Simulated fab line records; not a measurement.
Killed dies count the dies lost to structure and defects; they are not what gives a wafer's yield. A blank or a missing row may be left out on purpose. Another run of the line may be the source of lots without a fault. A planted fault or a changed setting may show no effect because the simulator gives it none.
Matching of chambers | flow n5-finfet | N5_BEOL_M9_CMP_52 on cmp-02: 4 sister chambers
The step polishes, stops on SiCOH lowk, t overpolish 7 s, target thk 140 nm. 8 wafers are shown with their chamber, then 11 later ones without.

## WAFERS PAIRED WITH THEIR CHAMBERS
wafer  | chamber | motor-current-A (A) | time-to-endpoint-s (s)
L080.5 | 0       | 6.7                 | 61
L085.3 | 2       | 6.2                 | 72
L085.4 | 0       | 6.3                 | 68
L085.5 | 3       | 6.0                 | 72
L087.1 | 2       | 6.2                 | 68
L087.2 | 3       | 5.7                 | 74
L087.3 | 1       | 5.4                 | 64
L086.3 | 1       | 5.7                 | 63

## WAFERS WITHOUT THEIR CHAMBER
wafer  | motor-current-A (A) | time-to-endpoint-s (s)
L086.4 | 5.6                 | 72
L086.6 | 5.6                 | 63
L093.1 | 6.5                 | 63
L093.5 | 5.4                 | 63
L093.6 | 6.2                 | 67
L092.4 | 5.7                 | 70
L092.5 | 6.2                 | 68
L092.6 | 5.9                 | 69
L097.1 | 6.4                 | 62
L097.2 | 5.6                 | 64
L097.3 | 5.4                 | 73

## WHICH CHAMBER EACH WENT THROUGH
wafer  | from the rows above               | in truth
L086.4 | can't be placed: 3 or 1 or 2      | 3
L086.6 | 1                                 | 1
L093.1 | 0                                 | 0
L093.5 | 1                                 | 1
L093.6 | can't be placed: 2 or 0 or 3      | 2
L092.4 | can't be placed: 3 or 1 or 2      | 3
L092.5 | can't be placed: 2 or 0 or 3      | 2
L092.6 | can't be placed: 3 or 2 or 1 or 0 | 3
L097.1 | can't be placed: 0 or 2           | 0
L097.2 | 1                                 | 1
L097.3 | can't be placed: 3 or 1 or 2      | 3
Correctly placed: 4 of 11. Unplaceable from these rows: 7, with the true chamber sitting among the candidates in 7. 0 placed wrongly.
How it was worked out, from the rows above alone: a wafer's distance from a chamber is the root of the sum, over the readings, of the square of ((its reading less the chamber's mean) divided by the reading's scatter). The wafer belongs to the nearest chamber; if the next one is less than 2 further off, it can't be placed. For every chamber, the mean is computed from those of its wafers that are shown. How the scatter is found: for the shown wafers, subtract from each reading the mean of its chamber, square and add these, divide the total by (wafers less chambers), then take the root.
